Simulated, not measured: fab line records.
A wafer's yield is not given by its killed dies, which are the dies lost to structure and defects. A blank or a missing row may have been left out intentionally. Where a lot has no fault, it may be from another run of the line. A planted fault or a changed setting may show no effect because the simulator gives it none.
Which of the tools did it?    flow nand_harc    13 lots with 39 wafers sampled at 4 steps, on a route of 1159 steps

== WHAT EACH GAUGE READ, for each wafer ==
NHARC_P_GATE_CD_MEAS_46 targets a cd of 720 nm.
lot   measured      on         cd_nm (nm)
L230  day 5 07:12   cd_sem-02  718.5 720.2 719.4
L232  day 5 13:56   cd_sem-02  717.8 718.5 718.0
L233  day 6 03:48   cd_sem-02  720.1 719.7 718.3
L234  day 6 11:45   cd_sem-02  719.0 718.9 720.9
L235  day 6 12:08   cd_sem-02  716.5 716.5 718.2
L236  day 6 22:03   cd_sem-02  721.0 720.1 720.5
L237  day 7 02:19   cd_sem-01  717.4 718.3 718.1
L238  day 7 10:55   cd_sem-02  721.2 720.5 720.2
L239  day 7 10:34   cd_sem-02  718.5 720.6 719.0
L240  day 8 04:10   cd_sem-02  720.7 720.5 719.1
L243  day 8 16:38   cd_sem-02  - - -
L252  day 10 14:07  cd_sem-03  720.6 721.8 719.0
L253  day 10 13:56  cd_sem-03  720.8 720.0 720.4

== TOOL THAT RAN EACH LOT (tool first, then ch and the chambers of the sampled wafers, then the start) ==
lot   NHARC_P_ZERO_WELL_DESCUM_13        NHARC_P_GATE_DESCUM_31              NHARC_P_GATE_EXPOSE_43
L230  rie_diel-07 ch 0,2, day 1 13:24    rie_diel-05 ch 0,3, day 4 19:31     krf_scanner-01 ch 0, day 5 07:02
L232  rie_diel-07 ch 0,2,3, day 2 01:16  rie_diel-01 ch 0,1,2, day 5 01:59   krf_scanner-01 ch 0, day 5 13:47
L233  rie_diel-07 ch 0,1,3, day 2 07:26  rie_diel-13 ch 1,2, day 5 15:54     krf_scanner-01 ch 0, day 6 03:38
L234  rie_diel-12 ch 0,1,2, day 2 13:25  rie_diel-05 ch 2,3, day 5 23:46     krf_scanner-03 ch 0, day 6 11:36
L235  rie_diel-11 ch 1,2,3, day 2 19:24  rie_diel-05 ch 0,2,3, day 6 00:12   krf_scanner-03 ch 0, day 6 11:58
L236  rie_diel-11 ch 0,3, day 3 01:20    rie_diel-13 ch 1,2, day 6 10:00     krf_scanner-03 ch 0, day 6 21:53
L237  rie_diel-11 ch 0,1,3, day 3 07:24  rie_diel-05 ch 0,2,3, day 6 12:21   krf_scanner-04 ch 0, day 7 02:10
L238  rie_diel-12 ch 1,2,3, day 3 13:24  rie_diel-05 ch 1,2,3, day 6 22:44   krf_scanner-03 ch 0, day 7 10:45
L239  rie_diel-12 ch 0,2, day 3 19:25    rie_diel-13 ch 0,1,2, day 6 22:37   krf_scanner-04 ch 0, day 7 10:25
L240  rie_diel-07 ch 0,3, day 4 01:24    rie_diel-05 ch 0,1, day 7 12:19     krf_scanner-03 ch 0, day 8 04:00
L243  rie_diel-11 ch 1,2,3, day 4 19:25  rie_diel-05 ch 0,1,2, day 8 04:49   krf_scanner-03 ch 0, day 8 16:29
L252  rie_diel-07 ch 2,3, day 7 01:23    rie_diel-01 ch 0,1,3, day 10 02:16  krf_scanner-03 ch 0, day 10 13:58
L253  rie_diel-07 ch 0,1,3, day 7 07:33  rie_diel-05 ch 0,3, day 10 01:53    krf_scanner-04 ch 0, day 10 13:47
- NHARC_P_ZERO_WELL_DESCUM_13: chemistry O2, time 3 s.
- NHARC_P_GATE_DESCUM_31: chemistry O2, time 3 s.
- NHARC_P_GATE_EXPOSE_43: exposes mask P NSD, target cd 720 nm.

== AS READ BY THE TOOLS THEMSELVES (means over the sampled wafers that have a number; for cases with no such wafer, the mark the record gives instead) ==
NHARC_P_ZERO_WELL_DESCUM_13.
lot   tool         drypump_motor_current_A (A)  oes_product_au (a.u.)  rf_vpp_V (V)  showerhead_plenum_p_Torr (Torr)  throttle_valve_pct (%)
L230  rie_diel-07  5.7                          0.993                  57.7          1.98                             11.317
L232  rie_diel-07  5.8                          0.988                  58.9          1.98                             11.313
L233  rie_diel-07  6.0                          0.997                  58.0          1.95                             11.312
L234  rie_diel-12  5.6                          1.007                  57.6          2.02                             11.317
L235  rie_diel-11  5.9                          1.002                  57.7          1.91                             11.305
L236  rie_diel-11  6.0                          1.006                  58.1          1.86                             11.318
L237  rie_diel-11  5.9                          0.986                  58.1          1.91                             11.308
L238  rie_diel-12  5.4                          1.000                  58.8          1.99                             11.307
L239  rie_diel-12  5.7                          0.995                  59.0          2.05                             11.310
L240  rie_diel-07  6.1                          0.999                  58.3          2.01                             11.318
L243  rie_diel-11  5.9                          1.002                  58.4          1.91                             11.313
L252  rie_diel-07  5.7                          0.995                  58.7          1.96                             11.313
L253  rie_diel-07  6.0                          1.001                  58.3          1.95                             11.304

NHARC_P_GATE_DESCUM_31.
lot   tool         drypump_motor_current_A (A)  oes_product_au (a.u.)  rf_vpp_V (V)  showerhead_plenum_p_Torr (Torr)  throttle_valve_pct (%)
L230  rie_diel-05  5.5                          1.004                  58.1          1.89                             11.311
L232  rie_diel-01  5.9                          0.994                  58.1          1.97                             11.307
L233  rie_diel-13  6.4                          0.991                  58.4          1.83                             11.319
L234  rie_diel-05  4.8                          1.001                  56.8          1.91                             11.313
L235  rie_diel-05  5.2                          1.005                  58.3          1.90                             11.310
L236  rie_diel-13  6.4                          1.004                  57.5          1.82                             11.313
L237  rie_diel-05  5.2                          0.996                  57.3          1.90                             11.315
L238  rie_diel-05  5.3                          1.003                  57.6          1.89                             11.315
L239  rie_diel-13  6.1                          1.000                  58.0          1.84                             11.300
L240  rie_diel-05  6.0                          0.996                  56.6          1.86                             11.325
L243  rie_diel-05  5.6                          1.007                  57.9          1.88                             11.301
L252  rie_diel-01  5.7                          0.994                  57.4          1.98                             11.308
L253  rie_diel-05  5.5                          0.995                  57.5          1.88                             11.306

NHARC_P_GATE_EXPOSE_43.
lot   tool            stage_vel_mm_s (mm/s)
L230  krf_scanner-01  500.03
L232  krf_scanner-01  500.03
L233  krf_scanner-01  500.10
L234  krf_scanner-03  499.85
L235  krf_scanner-03  500.06
L236  krf_scanner-03  499.76
L237  krf_scanner-04  499.98
L238  krf_scanner-03  499.73
L239  krf_scanner-04  499.76
L240  krf_scanner-03  500.30
L243  krf_scanner-03  500.14
L252  krf_scanner-03  500.09
L253  krf_scanner-04  500.25

== THE ANSWER, worked out from the rows above alone ==
Rule: the lots themselves supply what counts as usual. Put in order of their means at a reading, lots are off if they are a third of the lots or fewer, leave a main group of 4 or more, and stand apart from it by a gap of 3 or more times the standard deviation of the main group's means; of several such gaps the widest counts. A main group whose means are all the same, to the digits that the tables above print for the reading, isn't used. A lot without any number at a reading at which 4 lots or more have one is off too. The other lots that the step has rows for count as sound. First the gauges in route order, then the tools' own readings, where a lot's mean is used as printed above. At the first step where some lot is off, the reading lying furthest off is the one used; lots without a number count as furthest.
Off at NHARC_P_GATE_CD_MEAS_46 (cd_nm): L243. Without a number there: L243. The main group: mean 719.4 nm, standard deviation 1.1.
If a tool, at a process step before that reading, ran all the lots that are off and no sound lot after the first of them, it fits. Gauges at NHARC_P_GATE_CD_MEAS_46: tried the same way as those tools. This does not decide it: 2 tools fit, namely rie_diel-11 at NHARC_P_ZERO_WELL_DESCUM_13 and cd_sem-02 at NHARC_P_GATE_CD_MEAS_46.

== WHAT WAS PUT IN BY THE SIMULATOR ==
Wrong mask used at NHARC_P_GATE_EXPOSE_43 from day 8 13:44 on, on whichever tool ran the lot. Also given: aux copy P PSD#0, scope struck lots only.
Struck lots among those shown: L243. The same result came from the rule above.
